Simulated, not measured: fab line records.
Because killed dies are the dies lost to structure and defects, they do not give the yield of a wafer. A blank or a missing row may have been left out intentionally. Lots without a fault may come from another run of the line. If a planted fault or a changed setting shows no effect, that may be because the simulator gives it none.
Chamber matching + flow n5_finfet + N5_BEOL_M5_ETCH_72 on rie_diel-04: 4 sister chambers
The step etches underlayer in N2/H2, target depth 6.5 nm, time 5.2 s. 14 wafers are shown with their chamber, then 7 later ones without.

== WAFERS WITH THEIR CHAMBER ==
| wafer  | chamber | showerhead_plenum_p_Torr (Torr) | drypump_motor_current_A (A) | throttle_valve_pct (%) |
|--------|---------|---------------------------------|-----------------------------|------------------------|
| L078.1 | 0       | 2.66                            | 5.4                         | 17.9                   |
| L078.2 | 1       | 2.65                            | 6.2                         | 17.7                   |
| L078.4 | 3       | 2.40                            | 5.9                         | 17.8                   |
| L080.1 | 2       | 2.62                            | 4.9                         | 17.7                   |
| L080.2 | 0       | 2.66                            | 5.3                         | 17.9                   |
| L080.5 | 0       | 2.66                            | 5.3                         | 17.9                   |
| L082.1 | 3       | 2.39                            | 5.9                         | 17.8                   |
| L082.4 | 1       | 2.64                            | 6.3                         | 17.7                   |
| L082.5 | 1       | 2.64                            | 6.3                         | 17.7                   |
| L084.3 | 1       | 2.64                            | 6.3                         | 17.8                   |
| L084.4 | 2       | 2.62                            | 4.9                         | 17.7                   |
| L084.6 | 3       | 2.39                            | 5.9                         | 17.8                   |
| L086.1 | 0       | 2.65                            | 5.3                         | 17.9                   |
| L086.2 | 2       | 2.61                            | 4.8                         | 17.7                   |

SIGNATURES (averages over the wafers above)
| reading                  | chamber 0 | chamber 1 | chamber 2 | chamber 3 | scatter within a chamber |
|--------------------------|-----------|-----------|-----------|-----------|--------------------------|
| showerhead_plenum_p_Torr | 2.6575    | 2.6425    | 2.6167    | 2.3933    | 0.00532                  |
| drypump_motor_current_A  | 5.325     | 6.275     | 4.867     | 5.900     | 0.0465                   |
| throttle_valve_pct       | 17.900    | 17.725    | 17.700    | 17.800    | 0.0274                   |
Rule: a wafer's distance from a chamber is the root of the sum, over the readings, of the square of ((its reading less the chamber's mean) divided by the reading's scatter). If the next closest chamber is less than 2 further off than the closest, the wafer can't be placed; otherwise it belongs to the closest. The scatter: the root of (the sum of the squares of (reading less its chamber's mean) over the shown wafers, divided by (wafers less chambers)).

== WAFERS WHOSE CHAMBER IS MISSING ==
| wafer  | showerhead_plenum_p_Torr (Torr) | drypump_motor_current_A (A) | throttle_valve_pct (%) |
|--------|---------------------------------|-----------------------------|------------------------|
| L086.6 | 2.64                            | 6.3                         | 17.8                   |
| L089.3 | 2.63                            | 6.2                         | 17.8                   |
| L089.5 | 2.61                            | 4.9                         | 17.8                   |
| L089.6 | 2.63                            | 6.3                         | 17.8                   |
| L091.2 | 2.65                            | 5.3                         | 18.0                   |
| L091.3 | 2.71                            | 5.9                         | 17.4                   |
| L091.5 | 2.64                            | 5.3                         | 18.0                   |

== WHICH CHAMBER EACH ONE RAN IN ==
| wafer  | from the rows above | in truth                   |
|--------|---------------------|----------------------------|
| L086.6 | 1                   | 1                          |
| L089.3 | 1                   | 1                          |
| L089.5 | 2                   | 2                          |
| L089.6 | 1                   | 1                          |
| L091.2 | 0                   | 0                          |
| L091.3 | 1                   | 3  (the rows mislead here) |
| L091.5 | 0                   | 0                          |
Placed correctly: 6 of 7. Number that these rows cannot place: 0. Wrongly placed: 1.
